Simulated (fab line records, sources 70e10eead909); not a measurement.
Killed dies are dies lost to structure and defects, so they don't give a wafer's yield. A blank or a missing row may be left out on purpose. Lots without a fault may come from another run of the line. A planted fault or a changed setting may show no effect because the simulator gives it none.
Which tool did it? | flow nand_harc | 14 lots, 42 wafers sampled, at 5 steps of a route of 1302

WHAT THE GAUGES READ, wafer by wafer
NHARC_A_CHANNEL_FILL_D1_INSPECT_13.
lot  | measured     | on                | raw_defect_count
L375 | day 10 14:35 | defect_inspect-02 | 271 367 257
L379 | day 12 08:07 | defect_inspect-02 | 486 498 466
L380 | day 13 04:00 | defect_inspect-01 | 178 204 112
L387 | day 15 17:56 | defect_inspect-01 | 247 345 446
L388 | day 16 04:47 | defect_inspect-01 | 237 180 252
L390 | day 17 00:43 | defect_inspect-02 | 556 233 264
L389 | day 17 00:49 | defect_inspect-02 | 380 395 358
L391 | day 17 21:10 | defect_inspect-01 | 436 379 321
L392 | day 18 00:49 | defect_inspect-01 | 315 202 303
L393 | day 18 20:07 | defect_inspect-02 | 506 244 277
L395 | day 19 07:42 | defect_inspect-01 | 317 409 479
L396 | day 19 17:20 | defect_inspect-02 | 590 370 235
L397 | day 20 10:23 | defect_inspect-02 | 343 377 373
L398 | day 20 14:53 | defect_inspect-01 | 260 636 349

NHARC_A_ONON_D2_THK_MEAS_02: measures by ellipsometry.
lot  | measured     | on            | thk_nm (nm)
L375 | day 12 06:50 | film_metro-02 | 990 989 990
L379 | day 13 21:17 | film_metro-01 | 998 998 1000
L380 | day 14 14:11 | film_metro-02 | 1003 1002 1003
L387 | day 17 04:02 | film_metro-01 | 992 990 989
L388 | day 17 13:58 | film_metro-01 | 1009 1008 1009
L390 | day 18 13:09 | film_metro-01 | 997 996 997
L389 | day 18 12:59 | film_metro-02 | 997 997 999
L391 | day 19 09:55 | film_metro-02 | 994 995 996
L392 | day 19 09:46 | film_metro-01 | 993 994 991
L393 | day 20 05:03 | film_metro-01 | 992 991 989
L395 | day 20 20:44 | film_metro-01 | 1004 1003 1004
L396 | day 21 05:06 | film_metro-02 | 1010 1008 1007
L397 | day 21 19:53 | film_metro-01 | 1002 1001 1001
L398 | day 21 22:37 | film_metro-02 | 1010 1010 1009

NHARC_A_ONON_D2_THK_MEAS_05: measures by ellipsometry.
lot  | measured     | on            | thk_nm (nm)
L375 | day 12 07:24 | film_metro-02 | 998 999 997
L379 | day 13 21:51 | film_metro-01 | 1404 1404 1405
L380 | day 14 14:46 | film_metro-01 | 1408 1409 1408
L387 | day 17 04:53 | film_metro-02 | 1001 1001 1001
L388 | day 17 14:32 | film_metro-02 | 997 997 996
L390 | day 18 13:43 | film_metro-02 | 991 990 990
L389 | day 18 13:32 | film_metro-02 | 1001 1003 1003
L391 | day 19 10:29 | film_metro-01 | 996 995 999
L392 | day 19 10:20 | film_metro-01 | 989 986 986
L393 | day 20 05:37 | film_metro-02 | 1001 1001 1003
L395 | day 20 21:18 | film_metro-02 | 979 978 979
L396 | day 21 05:40 | film_metro-02 | 992 992 992
L397 | day 21 20:28 | film_metro-01 | 991 991 991
L398 | day 21 23:11 | film_metro-01 | 985 986 986

NHARC_END_SORT_01.
lot  | measured     | on        | killed_at_array | killed_at_other | killed_at_periphery | killed_dies | killed_open | killed_short
L379 | day 25 14:19 | prober-02 | 675 672 675     | 0 2 0           | 2 3 2               | 677 677 677 | 3 3 2       | 3 3 2
L380 | day 26 03:28 | prober-01 | 675 674 675     | 0 1 2           | 2 2 0               | 677 677 677 | 2 1 0       | 0 2 0
L387 | day 29 07:04 | prober-02 | 39 25 31        | 0 0 0           | 4 4 7               | 43 29 38    | 4 4 3       | 6 1 5
L390 | day 29 22:02 | prober-02 | 50 50 57        | 1 0 0           | 0 5 7               | 51 55 64    | 5 3 4       | 1 2 1
L391 | day 31 15:04 | prober-02 | 24 19 29        | 2 0 0           | 2 3 5               | 28 22 34    | 5 3 4       | 2 1 2
L392 | day 31 15:49 | prober-01 | 75 93 74        | 0 1 1           | 5 6 2               | 80 100 77   | 5 6 2       | 5 3 4
L393 | day 32 08:43 | prober-01 | 63 76 78        | 0 0 0           | 2 7 4               | 65 83 82    | 2 2 4       | 1 1 0

WHICH TOOL RAN EACH LOT (tool, then ch and the chambers of the sampled wafers, then the start)
lot  | NHARC_A_ONON_D2_DEP_03
L375 | pecvd_onon-04 ch 0, day 12 07:00
L379 | pecvd_onon-04 ch 0, day 13 21:20
L380 | pecvd_onon-04 ch 0, day 14 14:18
L387 | pecvd_onon-01 ch 0, day 17 04:23
L388 | pecvd_onon-02 ch 0, day 17 14:05
L390 | pecvd_onon-02 ch 0, day 18 13:19
L389 | pecvd_onon-01 ch 0, day 18 13:05
L391 | pecvd_onon-02 ch 0, day 19 09:58
L392 | pecvd_onon-04 ch 0, day 19 09:53
L393 | pecvd_onon-04 ch 0, day 20 05:10
L395 | pecvd_onon-01 ch 0, day 20 20:51
L396 | pecvd_onon-01 ch 0, day 21 05:16
L397 | pecvd_onon-02 ch 0, day 21 20:07
L398 | pecvd_onon-02 ch 0, day 21 22:47
- NHARC_A_ONON_D2_DEP_03: target thk 1000 nm.

WHAT THE TOOLS THEMSELVES READ (means of the sampled wafers that have a number; where no wafer has one, the mark that the record gives instead)
NHARC_A_ONON_D2_DEP_03.
lot  | tool          | susceptor_temp_C (C)
L375 | pecvd_onon-04 | 399.87
L379 | pecvd_onon-04 | 400.27
L380 | pecvd_onon-04 | 399.83
L387 | pecvd_onon-01 | 400.01
L388 | pecvd_onon-02 | 400.05
L390 | pecvd_onon-02 | 400.14
L389 | pecvd_onon-01 | 399.94
L391 | pecvd_onon-02 | 399.85
L392 | pecvd_onon-04 | 399.94
L393 | pecvd_onon-04 | 400.07
L395 | pecvd_onon-01 | 399.88
L396 | pecvd_onon-01 | 400.06
L397 | pecvd_onon-02 | 400.15
L398 | pecvd_onon-02 | 399.95

THE ANSWER, worked out from the rows above alone
Rule: what is usual is taken from the lots themselves. Put in order of their means at a reading, lots are off if they are a third of the lots or fewer, leave a main group of 4 or more, and stand apart from it by a gap of 3 or more times the standard deviation of the main group's means; of several such gaps the widest counts. A main group whose means are all the same, to the digits that the tables above print for the reading, isn't used. A lot without any number at a reading at which 4 lots or more have one is off too. The other lots that the step has rows for count as sound. The gauges are gone through in route order, then the tools' own readings, and for those a lot's mean is taken as printed above. The first step at which some lot is off is used, and at that step the reading that is off furthest; a lot without a number counts as furthest.
Off: L379, L380, at NHARC_A_ONON_D2_THK_MEAS_05 (thk_nm). The main group: mean 993 nm, standard deviation 7.
A tool fits if, at a process step before that reading, it ran every lot that is off, and no sound lot after the first of them. The gauges at NHARC_A_ONON_D2_THK_MEAS_05 aren't tried: what is off there is off at NHARC_END_SORT_01 too, on other tools, and a gauge's error can't cause that. None of those tried fits.

WHAT THE SIMULATOR HAD PUT IN
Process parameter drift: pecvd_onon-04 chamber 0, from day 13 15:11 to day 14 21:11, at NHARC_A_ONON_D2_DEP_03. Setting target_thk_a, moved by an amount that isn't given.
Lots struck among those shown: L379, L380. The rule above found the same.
